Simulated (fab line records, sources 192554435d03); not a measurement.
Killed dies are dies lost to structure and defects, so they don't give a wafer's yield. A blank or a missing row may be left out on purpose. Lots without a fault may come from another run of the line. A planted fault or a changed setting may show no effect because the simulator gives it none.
Which tool did it? | flow n5_finfet | 10 lots, 29 wafers sampled, at 3 steps of a route of 1938

WHAT THE GAUGES READ, wafer by wafer
N5_BEOL_M3_CD_MEAS_28: target cd 25.7 nm, target cd y 23.3 nm.
lot  | measured     | on        | cd_nm (nm)
L432 | day 6 23:49  | cd_sem-01 | 25.61 25.62 25.58
L431 | day 7 00:48  | cd_sem-03 | 25.40 25.38 25.52
L434 | day 7 17:04  | cd_sem-01 | 25.90 25.81 25.39
L436 | day 8 16:20  | cd_sem-01 | 25.77 26.11 25.99
L442 | day 9 20:58  | cd_sem-03 | 25.57 15.11 25.80
L443 | day 10 01:46 | cd_sem-02 | 25.83 15.69 17.01
L444 | day 10 07:05 | cd_sem-02 | 25.24 15.17
L452 | day 12 06:24 | cd_sem-01 | 26.02 25.80 25.91
L453 | day 12 11:00 | cd_sem-02 | 25.61 25.37 25.54
L454 | day 12 13:59 | cd_sem-01 | 25.28 25.85 25.65

WHICH TOOL RAN EACH LOT (tool, then ch and the chambers of the sampled wafers, then the start)
lot  | N5_BEOL_M3_STRIP_19                | N5_BEOL_M3_EXPOSE_25
L432 | rie_diel-06 ch 0,1,2, day 6 23:26  | euv_scanner-01 ch 0, day 6 23:41
L431 | rie_diel-02 ch 1,2, day 7 00:17    | euv_scanner-02 ch 0, day 7 00:39
L434 | rie_diel-06 ch 0,2,3, day 7 16:41  | euv_scanner-02 ch 0, day 7 16:55
L436 | rie_diel-06 ch 2,3, day 8 15:56    | euv_scanner-02 ch 0, day 8 16:11
L442 | rie_diel-06 ch 0,1,3, day 9 20:35  | euv_scanner-02 ch 0, day 9 20:50
L443 | rie_diel-02 ch 1,3, day 10 01:22   | euv_scanner-02 ch 0, day 10 01:37
L444 | rie_diel-01 ch 0,3, day 10 06:41   | euv_scanner-02 ch 0, day 10 06:56
L452 | rie_diel-01 ch 1,2,3, day 12 05:53 | euv_scanner-01 ch 0, day 12 06:16
L453 | rie_diel-06 ch 1,2,3, day 12 10:37 | euv_scanner-01 ch 0, day 12 10:51
L454 | rie_diel-01 ch 1,2,3, day 12 13:35 | euv_scanner-01 ch 0, day 12 13:50
- N5_BEOL_M3_STRIP_19: strips in O2.
- N5_BEOL_M3_EXPOSE_25: exposes mask V2, defocus 5 nm.

THE ANSWER, worked out from the rows above alone
Rule: what is usual is taken from the lots themselves. Put in order of their means at a reading, lots are off if they are a third of the lots or fewer, leave a main group of 4 or more, and stand apart from it by a gap of 3 or more times the standard deviation of the main group's means; of several such gaps the widest counts. A main group whose means are all the same, to the digits that the tables above print for the reading, isn't used. A lot without any number at a reading at which 4 lots or more have one is off too. The other lots that the step has rows for count as sound.
Off: L442, L443, L444, at N5_BEOL_M3_CD_MEAS_28 (cd_nm). The main group: mean 25.67 nm, standard deviation 0.18.
A tool fits if, at a process step before that reading, it ran every lot that is off, and no sound lot after the first of them. The gauges at N5_BEOL_M3_CD_MEAS_28 are tried like those tools. One fits: euv_scanner-02 at N5_BEOL_M3_EXPOSE_25. Its last sound lot is L436 (day 8 16:11), its first lot that is off L442 (day 9 20:50): a fault that began between those two fits.

WHAT THE SIMULATOR HAD PUT IN
Process parameter drift: euv_scanner-02, from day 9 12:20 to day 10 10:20, at N5_BEOL_M3_EXPOSE_25. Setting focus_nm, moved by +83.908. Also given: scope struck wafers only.
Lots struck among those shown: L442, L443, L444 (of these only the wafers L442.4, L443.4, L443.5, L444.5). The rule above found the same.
